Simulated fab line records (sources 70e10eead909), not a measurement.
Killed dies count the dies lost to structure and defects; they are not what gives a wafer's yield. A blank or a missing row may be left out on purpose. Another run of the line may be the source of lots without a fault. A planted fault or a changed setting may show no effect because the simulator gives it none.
Which of the tools did it? :: flow nand_harc :: 11 lots, 33 wafers sampled, at 6 steps of a route of 1302

## WHAT EACH GAUGE READ, for each wafer
NHARC_A_M0_CD_MEAS_09: the cd target is 80 nm. Usual: 79.7 nm for cd_nm, sd 0.6.
lot: L403
measured: day 22 17:14
on: cd_sem-01
cd_nm (nm): 80.0 80.7 80.2
flag: 

lot: L404
measured: day 23 12:47
on: cd_sem-03
cd_nm (nm): 78.6 79.9 79.4
flag: 

lot: L406
measured: day 24 00:35
on: cd_sem-01
cd_nm (nm): 79.4 80.4 80.1
flag: 

lot: L407
measured: day 24 04:52
on: cd_sem-01
cd_nm (nm): 78.4 79.7 79.7
flag: 

lot: L405
measured: day 24 06:20
on: cd_sem-01
cd_nm (nm): 80.1 80.2 80.4
flag: 

lot: L410
measured: day 25 14:45
on: cd_sem-03
cd_nm (nm): 79.7 80.2 79.9
flag: 

lot: L411
measured: day 25 18:52
on: cd_sem-02
cd_nm (nm): 78.1 79.8 79.1
flag: 

lot: L414
measured: day 27 12:34
on: cd_sem-01
cd_nm (nm): 80.2 79.6 79.3
flag: 

lot: L412
measured: day 28 03:35
on: cd_sem-01
cd_nm (nm): 80.7 80.4 80.6
flag: 

lot: L420
measured: day 29 23:07
on: cd_sem-01
cd_nm (nm): 79.2 79.6 77.5
flag: 

lot: L426
measured: day 32 22:59
on: cd_sem-03
cd_nm (nm): 79.6 80.1 79.5
flag: 

NHARC_END_SORT_01. Usual: defect_limited_yield 91.8 %, standard deviation 2.5; killed_at_array 51, standard deviation 17; killed_at_other 1.0, standard deviation 1.2; killed_at_periphery 3.4, standard deviation 2.5; killed_dies 56, standard deviation 17; killed_open 3.3, standard deviation 2.1; killed_short 2.6, standard deviation 1.6; sort_bin_2_pct 2.8 %, standard deviation 1.1; sort_bin_3_pct 0.6 %, standard deviation 0.34; sort_bin_4_pct 4.9 %, standard deviation 1.5; sort_n_pass 621, standard deviation 17; sort_rim_yield_pct 93 %, standard deviation 4; sort_yield_pct 91.8 %, standard deviation 2.5.
lot: L406
measured: day 25 15:00
on: prober-01
defect_limited_yield (%): 93.4 92.8 90.5
killed_at_array: 43 45 62
killed_at_other: 0 0 0
killed_at_periphery: 2 4 2
killed_dies: 45 49 64
killed_open: 5 6 6
killed_short: 4 1 2
sort_bin_2_pct (%): 2.5 2.2 2.5
sort_bin_3_pct (%): 0.7 1.0 0.6
sort_bin_4_pct (%): 3.4 4.0 6.4
sort_n_pass: 632 628 613
sort_rim_yield_pct (%): 91 92 96
sort_yield_pct (%): 93.4 92.8 90.5
flag: 

lot: L410
measured: day 27 06:16
on: prober-02
defect_limited_yield (%): 89.2 90.5 91.4
killed_at_array: 68 61 54
killed_at_other: 0 1 0
killed_at_periphery: 5 2 4
killed_dies: 73 64 58
killed_open: 2 6 4
killed_short: 1 3 3
sort_bin_2_pct (%): 3.7 3.4 3.5
sort_bin_3_pct (%): 0.7 0.7 0.4
sort_bin_4_pct (%): 6.4 5.3 4.6
sort_n_pass: 604 613 619
sort_rim_yield_pct (%): 89 90 87
sort_yield_pct (%): 89.2 90.5 91.4
flag: 

lot: L411
measured: day 27 09:57
on: prober-01
defect_limited_yield (%): 88.3 91.0 87.0
killed_at_array: 75 56 82
killed_at_other: 1 0 2
killed_at_periphery: 3 5 4
killed_dies: 79 61 88
killed_open: 3 5 3
killed_short: 2 2 5
sort_bin_2_pct (%): 4.9 3.0 4.7
sort_bin_3_pct (%): 0.3 0.6 0.6
sort_bin_4_pct (%): 6.5 5.5 7.7
sort_n_pass: 598 616 589
sort_rim_yield_pct (%): 86 85 97
sort_yield_pct (%): 88.3 91.0 87.0
flag: 

lot: L412
measured: day 29 17:49
on: prober-02
defect_limited_yield (%): 90.7 88.0 92.9
killed_at_array: 60 75 45
killed_at_other: 1 0 1
killed_at_periphery: 2 6 2
killed_dies: 63 81 48
killed_open: 5 9 4
killed_short: 0 2 3
sort_bin_2_pct (%): 3.2 4.1 2.1
sort_bin_3_pct (%): 0.1 0.7 0.3
sort_bin_4_pct (%): 5.9 7.1 4.7
sort_n_pass: 614 596 629
sort_rim_yield_pct (%): 97 95 87
sort_yield_pct (%): 90.7 88.0 92.9
flag: 

## WHICH TOOL RAN EACH LOT (tool, then ch and the chambers of the sampled wafers, then the start)
lot: L403
NHARC_A_M0_DEVELOP_08: litho_track-04 ch 0, day 22 17:00
NHARC_A_M0_DESCUM_14: rie_diel-01 ch 2,3, day 22 17:25
NHARC_A_M0_ETCH_15: rie_diel-01 ch 0,1, no start
NHARC_A_M0_PVD_20: pvd_sputter-03, no start

lot: L404
NHARC_A_M0_DEVELOP_08: litho_track-04 ch 0, day 23 12:00
NHARC_A_M0_DESCUM_14: rie_diel-12 ch 0,1,3, day 23 12:58
NHARC_A_M0_ETCH_15: rie_diel-12 ch 0,1, no start
NHARC_A_M0_PVD_20: pvd_sputter-02, no start

lot: L406
NHARC_A_M0_DEVELOP_08: litho_track-01 ch 0, day 24 00:00
NHARC_A_M0_DESCUM_14: rie_diel-01 ch 0,1,3, day 24 00:48
NHARC_A_M0_ETCH_15: rie_diel-01 ch 0,2,3, day 25 15:00 or earlier
NHARC_A_M0_PVD_20: pvd_sputter-03, day 25 15:00 or earlier

lot: L407
NHARC_A_M0_DEVELOP_08: litho_track-06 ch 0, day 24 04:00
NHARC_A_M0_DESCUM_14: rie_diel-01 ch 1,2, day 24 05:04
NHARC_A_M0_ETCH_15: rie_diel-01 ch 1,2,3, no start
NHARC_A_M0_PVD_20: pvd_sputter-02, no start

lot: L405
NHARC_A_M0_DEVELOP_08: litho_track-06 ch 0, day 24 06:00
NHARC_A_M0_DESCUM_14: rie_diel-12 ch 0,2,3, day 24 06:31
NHARC_A_M0_ETCH_15: rie_diel-12 ch 0,2,3, no start
NHARC_A_M0_PVD_20: pvd_sputter-03, no start

lot: L410
NHARC_A_M0_DEVELOP_08: litho_track-01 ch 0, day 25 14:00
NHARC_A_M0_DESCUM_14: rie_diel-12 ch 1,2,3, day 25 14:56
NHARC_A_M0_ETCH_15: rie_diel-12 ch 1,2,3, day 27 06:16 or earlier
NHARC_A_M0_PVD_20: pvd_sputter-02, day 27 06:16 or earlier

lot: L411
NHARC_A_M0_DEVELOP_08: litho_track-04 ch 0, day 25 18:00
NHARC_A_M0_DESCUM_14: rie_diel-01 ch 0,1, day 25 19:03
NHARC_A_M0_ETCH_15: rie_diel-01 ch 0,1,2, day 27 09:57 or earlier
NHARC_A_M0_PVD_20: pvd_sputter-02, day 27 09:57 or earlier

lot: L414
NHARC_A_M0_DEVELOP_08: litho_track-04 ch 0, day 27 12:00
NHARC_A_M0_DESCUM_14: rie_diel-12 ch 2,3, day 27 12:44
NHARC_A_M0_ETCH_15: rie_diel-12 ch 0,2, no start
NHARC_A_M0_PVD_20: pvd_sputter-03, no start

lot: L412
NHARC_A_M0_DEVELOP_08: litho_track-01 ch 0, day 28 03:00
NHARC_A_M0_DESCUM_14: rie_diel-01 ch 0,2, day 28 03:47
NHARC_A_M0_ETCH_15: rie_diel-01 ch 0,2, day 29 17:49 or earlier
NHARC_A_M0_PVD_20: pvd_sputter-01, day 29 17:49 or earlier

lot: L420
NHARC_A_M0_DEVELOP_08: litho_track-04 ch 0, day 29 23:00
NHARC_A_M0_DESCUM_14: rie_diel-12 ch 1,2,3, day 29 23:19
NHARC_A_M0_ETCH_15: rie_diel-12 ch 0,1, no start
NHARC_A_M0_PVD_20: pvd_sputter-01, no start

lot: L426
NHARC_A_M0_DEVELOP_08: litho_track-01 ch 0, day 32 22:00
NHARC_A_M0_DESCUM_14: rie_diel-12 ch 0,3, day 32 23:11
NHARC_A_M0_ETCH_15: rie_diel-12 ch 1,2, no start
NHARC_A_M0_PVD_20: pvd_sputter-02, no start
- NHARC_A_M0_DEVELOP_08: develop time 35 s.
- NHARC_A_M0_DESCUM_14: chemistry O2, time 3 s.
- NHARC_A_M0_ETCH_15: etches the open film in C4F8/Ar, target depth 150 nm, overetch 15 nm, time 82.5 s.
- NHARC_A_M0_PVD_20: deposits TaN, target thk 5 nm, time 8.06 s.

## WHAT THE TOOLS THEMSELVES READ (means of the sampled wafers that have a number; where no wafer has one, the mark that the record gives instead)
NHARC_A_M0_DESCUM_14. Usual: chamber_pressure_mTorr 60.00 mTorr, standard deviation 0.051; drypump_motor_current_A 5.7 A, standard deviation 0.46; oes_product_au 0.996 a.u., standard deviation 0.01; rf_vpp_V 57.9 V, standard deviation 0.88; showerhead_plenum_p_Torr 1.93 Torr, standard deviation 0.086; throttle_valve_pct 11.312 %, standard deviation 0.0095.
lot: L403
tool: rie_diel-01
chamber_pressure_mTorr (mTorr): 60.05
drypump_motor_current_A (A): 6.1
oes_product_au (a.u.): 0.987
rf_vpp_V (V): 58.1
showerhead_plenum_p_Torr (Torr): 1.99
throttle_valve_pct (%): 11.317
flag: 

lot: L404
tool: rie_diel-12
chamber_pressure_mTorr (mTorr): 60.03
drypump_motor_current_A (A): 5.4
oes_product_au (a.u.): 1.010
rf_vpp_V (V): 58.3
showerhead_plenum_p_Torr (Torr): 1.92
throttle_valve_pct (%): 11.309
flag: 

lot: L406
tool: rie_diel-01
chamber_pressure_mTorr (mTorr): 60.00
drypump_motor_current_A (A): 5.6
oes_product_au (a.u.): 0.998
rf_vpp_V (V): 57.9
showerhead_plenum_p_Torr (Torr): 1.88
throttle_valve_pct (%): 11.317
flag: 

lot: L407
tool: rie_diel-01
chamber_pressure_mTorr (mTorr): 60.00
drypump_motor_current_A (A): 5.5
oes_product_au (a.u.): 1.001
rf_vpp_V (V): 58.3
showerhead_plenum_p_Torr (Torr): 1.89
throttle_valve_pct (%): 11.314
flag: 

lot: L405
tool: rie_diel-12
chamber_pressure_mTorr (mTorr): 60.04
drypump_motor_current_A (A): 5.6
oes_product_au (a.u.): 1.005
rf_vpp_V (V): 57.5
showerhead_plenum_p_Torr (Torr): 1.94
throttle_valve_pct (%): 11.313
flag: 

lot: L410
tool: rie_diel-12
chamber_pressure_mTorr (mTorr): 60.01
drypump_motor_current_A (A): 5.8
oes_product_au (a.u.): 1.018
rf_vpp_V (V): 57.7
showerhead_plenum_p_Torr (Torr): 1.99
throttle_valve_pct (%): 11.318
flag: 

lot: L411
tool: rie_diel-01
chamber_pressure_mTorr (mTorr): 59.98
drypump_motor_current_A (A): 5.2
oes_product_au (a.u.): 0.988
rf_vpp_V (V): 57.7
showerhead_plenum_p_Torr (Torr): 1.85
throttle_valve_pct (%): 11.316
flag: 

lot: L414
tool: rie_diel-12
chamber_pressure_mTorr (mTorr): 60.00
drypump_motor_current_A (A): 5.9
oes_product_au (a.u.): 0.995
rf_vpp_V (V): 58.0
showerhead_plenum_p_Torr (Torr): 2.00
throttle_valve_pct (%): 11.305
flag: 

lot: L412
tool: rie_diel-01
chamber_pressure_mTorr (mTorr): 60.01
drypump_motor_current_A (A): 5.7
oes_product_au (a.u.): 0.993
rf_vpp_V (V): 58.0
showerhead_plenum_p_Torr (Torr): 1.95
throttle_valve_pct (%): 11.308
flag: 

lot: L420
tool: rie_diel-12
chamber_pressure_mTorr (mTorr): 60.05
drypump_motor_current_A (A): 5.8
oes_product_au (a.u.): 0.995
rf_vpp_V (V): 58.2
showerhead_plenum_p_Torr (Torr): 1.98
throttle_valve_pct (%): 11.312
flag: 

lot: L426
tool: rie_diel-12
chamber_pressure_mTorr (mTorr): 60.04
drypump_motor_current_A (A): 5.2
oes_product_au (a.u.): 0.988
rf_vpp_V (V): 56.7
showerhead_plenum_p_Torr (Torr): 1.87
throttle_valve_pct (%): 11.311
flag: 

NHARC_A_M0_ETCH_15. Usual: chamber_pressure_mTorr 24.999 mTorr, standard deviation 0.022; oes_product_au 0.946 a.u., standard deviation 0.022; rf_fwd_power_W 595.3 W, standard deviation 2.5; rf_vpp_V 441.2 V, standard deviation 2.9.
lot: L403
tool: rie_diel-01
chamber_pressure_mTorr (mTorr): 25.006
oes_product_au (a.u.): 0.959
rf_fwd_power_W (W): 594.3
rf_vpp_V (V): 438.3
flag: 

lot: L404
tool: rie_diel-12
chamber_pressure_mTorr (mTorr): 24.993
oes_product_au (a.u.): 0.941
rf_fwd_power_W (W): 596.7
rf_vpp_V (V): 438.8
flag: 

lot: L406
tool: rie_diel-01
chamber_pressure_mTorr (mTorr): 25.006
oes_product_au (a.u.): 0.913
rf_fwd_power_W (W): 596.6
rf_vpp_V (V): 442.4
flag: 

lot: L407
tool: rie_diel-01
chamber_pressure_mTorr (mTorr): 25.015
oes_product_au (a.u.): 0.944
rf_fwd_power_W (W): 594.0
rf_vpp_V (V): 441.7
flag: 

lot: L405
tool: rie_diel-12
chamber_pressure_mTorr (mTorr): 25.018
oes_product_au (a.u.): 0.935
rf_fwd_power_W (W): 595.6
rf_vpp_V (V): 441.7
flag: 

lot: L410
tool: rie_diel-12
chamber_pressure_mTorr (mTorr): 24.994
oes_product_au (a.u.): 0.971
rf_fwd_power_W (W): 595.3
rf_vpp_V (V): 443.1
flag: 

lot: L411
tool: rie_diel-01
chamber_pressure_mTorr (mTorr): 24.992
oes_product_au (a.u.): 0.944
rf_fwd_power_W (W): 595.1
rf_vpp_V (V): 441.0
flag: 

lot: L414
tool: rie_diel-12
chamber_pressure_mTorr (mTorr): 24.982
oes_product_au (a.u.): 0.965
rf_fwd_power_W (W): 595.5
rf_vpp_V (V): 438.9
flag: 

lot: L412
tool: rie_diel-01
chamber_pressure_mTorr (mTorr): 24.998
oes_product_au (a.u.): 0.925
rf_fwd_power_W (W): 596.7
rf_vpp_V (V): 440.7
flag: 

lot: L420
tool: rie_diel-12
chamber_pressure_mTorr (mTorr): 24.998
oes_product_au (a.u.): 0.975
rf_fwd_power_W (W): 595.4
rf_vpp_V (V): 438.9
flag: 

lot: L426
tool: rie_diel-12
chamber_pressure_mTorr (mTorr): 24.990
oes_product_au (a.u.): 0.924
rf_fwd_power_W (W): 595.2
rf_vpp_V (V): 442.1
flag: 

NHARC_A_M0_PVD_20. Usual: 29.8 % for throttle_valve_pct, sd 0.75.
lot: L403
tool: pvd_sputter-03
throttle_valve_pct (%): 29.8
flag: 

lot: L404
tool: pvd_sputter-02
throttle_valve_pct (%): 30.3
flag: 

lot: L406
tool: pvd_sputter-03
throttle_valve_pct (%): 29.7
flag: 

lot: L407
tool: pvd_sputter-02
throttle_valve_pct (%): 30.5
flag: 

lot: L405
tool: pvd_sputter-03
throttle_valve_pct (%): 29.7
flag: 

lot: L410
tool: pvd_sputter-02
throttle_valve_pct (%): 30.2
flag: 

lot: L411
tool: pvd_sputter-02
throttle_valve_pct (%): 30.3
flag: 

lot: L414
tool: pvd_sputter-03
throttle_valve_pct (%): 29.8
flag: 

lot: L412
tool: pvd_sputter-01
throttle_valve_pct (%): 28.6
flag: 

lot: L420
tool: pvd_sputter-01
throttle_valve_pct (%): 28.2
flag: 

lot: L426
tool: pvd_sputter-02
throttle_valve_pct (%): 30.4
flag: 

## THE ANSWER, worked out from the rows above alone
Rule: a lot is off if the mean of its wafers that have a number lies more than 3 standard deviations from the usual mean. Also off: a lot with no number at a reading for which 4 or more lots have one. Any other lot the step has rows for is counted as sound. After the gauges, taken in route order, come the tools' own readings; for these a lot's mean is taken, as printed above. The first step at which some lot is off is used, and at that step the reading that is off furthest; a lot without a number counts as furthest.
No lot is off at any reading shown: from this, nothing can be told.

## WHAT WAS PUT IN BY THE SIMULATOR
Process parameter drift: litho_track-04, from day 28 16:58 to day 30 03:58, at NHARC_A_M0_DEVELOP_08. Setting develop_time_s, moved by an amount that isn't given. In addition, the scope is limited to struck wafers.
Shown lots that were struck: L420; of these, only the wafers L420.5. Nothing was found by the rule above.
